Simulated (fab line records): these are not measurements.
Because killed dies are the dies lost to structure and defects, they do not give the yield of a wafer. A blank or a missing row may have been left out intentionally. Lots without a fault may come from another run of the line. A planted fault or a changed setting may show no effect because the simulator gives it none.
Struck lot and sound lot, side by side ; flow nand-harc ; 13 out of 1302 route steps
Sound: these wafers, L937.2, L937.5, L937.6. Struck: wafers L938.1, L938.4. (L938.2 of the same lot was not struck and is left out.) The cause comes at the end.
At each step with rows: each side's tool, then ch and its chambers, then its first start. Under that, the readings that differ: sound wafers ; struck wafers ; difference of the means ; sigmas: that difference in standard deviations of wafers without a fault.
alike: readings whose means differ by less than 2 such deviations, and words and numbers that are the same on both sides. not compared: withheld readings, readings that some wafer has no value for, bounds like >300 that may hide the same value, and numbers for which the record gives no deviation and whose values overlap.
A row with sigmas, a row that says differs or no value, or rows on one side alone: a step with any of these is where the two part. Numbers that don't overlap but have no deviation are shown without sigmas and don't part them. A reading missing from all wafers of one side parts the sides only when that side holds two or more wafers.

first, 4 steps without rows for these wafers: NHARC_A_STAIRCASE_EXPOSE_247 (exposes mask SDS 1); NHARC_A_STAIRCASE_PEB_248 (peb time 130 s); NHARC_A_STAIRCASE_DEVELOP_249 (time 140 s); NHARC_A_STAIRCASE_HARDBAKE_251 (time 140 s).
NHARC_A_STAIRCASE_DESCUM_252: chemistry O2, time 3 s.
  sound on rie-diel-05 ch 0,1,2, day 22 22:34; struck on rie-diel-05 ch 1,3, day 22 20:32
reading;sound;struck;difference;sigmas
rf-vpp-V (V);59.1 59.1 57.7;57.3 55.8;-2.1;-2
  alike: drypump-motor-current-A, mfc-ar-sccm, oes-product-au, showerhead-plenum-p-Torr, throttle-valve-pct
  not compared: rf-hours-counter-h
NHARC_A_STAIRCASE_ETCH_253: etches the open film in C4F8/O2, target depth 50 nm, time 20.2 s.
  sound on rie-diel-05 ch 2,3, day 22 22:38; struck on rie-diel-05 ch 2,3, day 22 20:37
reading;sound;struck;difference;sigmas
oes-product-au (a.u.);0.984 0.989 0.973;0.926 0.956;-0.041;-3
  alike: rf-vpp-V
  not compared: rf-hours-counter-h
NHARC_A_STAIRCASE_STRIP_254: strips in O2.
  sound on plasma-asher-02 ch 0,1, day 22 22:43; struck on plasma-asher-02 ch 0,1, day 22 20:43
  alike: drypump-motor-current-A, heater-power-w
  not compared: rf-hours-counter-h
then, 3 steps without rows for these wafers: NHARC_A_STAIRCASE_STRIP_255 (strips in SPM, time 900 s); NHARC_A_STAIRCASE_PRECLEAN_256 (cleans in SC1); NHARC_A_STAIRCASE_SRD_257.
NHARC_A_STAIRCASE_HM_DEP_456: deposits aC, target thk 3100 nm.
  sound on acl-dep-03 ch 0, day 22 23:50; struck on acl-dep-02 ch 0, day 22 22:01
  alike: throttle-valve-pct
NHARC_A_STAIRCASE_DEP_259: deposits SiON, target thk 30 nm.
  sound on pecvd-04 ch 0,1,2, day 23 01:23; struck on pecvd-02 ch 0, day 22 23:53
reading;sound;struck;difference;sigmas
heater-power-w (W);794 856 779;634 631;-177;-2
rf-fwd-power-W (W);350.0 347.5 349.5;489.1 489.2;+140.1;+99 or more
showerhead-vpp-V (V);1182 1115 1181;1313 1311;+153;+3
  alike: chamber-pressure-Torr
then, 1 step without rows for these wafers: NHARC_A_STAIRCASE_DEHYDRATE_260 (time 120 s).

WHERE THEY PART
At NHARC_A_STAIRCASE_DESCUM_252 first; at NHARC_A_STAIRCASE_DEP_259 last (within this record only).

WHY: whatever the simulator had introduced
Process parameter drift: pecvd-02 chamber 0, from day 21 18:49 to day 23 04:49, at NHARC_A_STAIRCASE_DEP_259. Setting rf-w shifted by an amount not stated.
